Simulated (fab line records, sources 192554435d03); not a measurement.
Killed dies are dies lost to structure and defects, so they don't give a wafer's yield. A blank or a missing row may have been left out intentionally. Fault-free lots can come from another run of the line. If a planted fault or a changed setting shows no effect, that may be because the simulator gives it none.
Matching of chambers | flow n5 finfet | uv cure-01 running N5_BEOL_M9_CURE_71: 3 sister chambers
The step cures SiCOH lowk, time 240 s. 18 wafers are shown with their chamber, then 9 later ones without.

== WAFERS WITH THEIR CHAMBER ==
wafer  | chamber | wafer_temp_C_max | lamp power pct (%)
L075.1 | 0       | 387.7            | 52.26
L075.3 | 0       | 386.7            | 52.30
L075.4 | 0       | 387.7            | 52.40
L075.2 | 0       | 386.7            | 52.28
L075.5 | 0       | 387.1            | 52.36
L075.6 | 0       | 387.2            | 52.34
L079.1 | 1       | 388.1            | 52.23
L079.3 | 1       | 387.5            | 52.31
L079.4 | 1       | 387.8            | 52.33
L082.1 | 2       | 386.6            | 52.31
L082.4 | 2       | 387.2            | 52.37
L082.5 | 2       | 387.1            | 52.29
L082.2 | 2       | 387.4            | 52.38
L082.3 | 2       | 388.2            | 52.34
L082.6 | 2       | 387.7            | 52.31
L083.1 | 1       | 387.9            | 52.27
L083.4 | 1       | 387.8            | 52.35
L083.6 | 1       | 387.3            | 52.32

SIGNATURES, as means of the wafers listed above
reading          | chamber 0 | chamber 1 | chamber 2 | scatter within a chamber
wafer_temp_C_max | 387.183   | 387.733   | 387.367   | 0.441
lamp power pct   | 52.3233   | 52.3017   | 52.3333   | 0.0448
Rule: for a wafer and a chamber, the distance is found by dividing, reading by reading, the gap between the wafer's reading and the chamber's mean by the reading's scatter, squaring, summing and taking the root. The wafer belongs to the nearest chamber; if the next one is less than 2 further off, it can't be placed. The scatter: take each reading less its chamber's mean, square it, sum over the shown wafers, divide by the number of wafers less the number of chambers, and take the root.

== WAFERS WITHOUT THEIR CHAMBER ==
wafer  | wafer_temp_C_max | lamp power pct (%)
L083.2 | 387.8            | 52.36
L083.3 | 388.6            | 52.34
L083.5 | 388.7            | 52.38
L090.3 | 388.3            | 52.28
L090.4 | 388.3            | 52.32
L090.6 | 388.1            | 52.21
L089.1 | 387.2            | 52.39
L089.2 | 387.4            | 52.21
L089.4 | 388.7            | 52.34

== WHICH CHAMBER EACH ONE RAN IN ==
wafer  | from the rows above          | in truth
L083.2 | can't be placed: 2 or 1 or 0 | 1
L083.3 | can't be placed: 1 or 2 or 0 | 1
L083.5 | can't be placed: 1 or 2 or 0 | 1
L090.3 | can't be placed: 1 or 2 or 0 | 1
L090.4 | can't be placed: 1 or 2 or 0 | 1
L090.6 | can't be placed: 1 or 2 or 0 | 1
L089.1 | can't be placed: 2 or 0 or 1 | 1
L089.2 | can't be placed: 1 or 0 or 2 | 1
L089.4 | can't be placed: 1 or 2 or 0 | 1
0 of 9 placed correctly. From these rows, 9 cannot be placed; in 9 the true chamber is one of the candidates. Placed wrongly: 0.
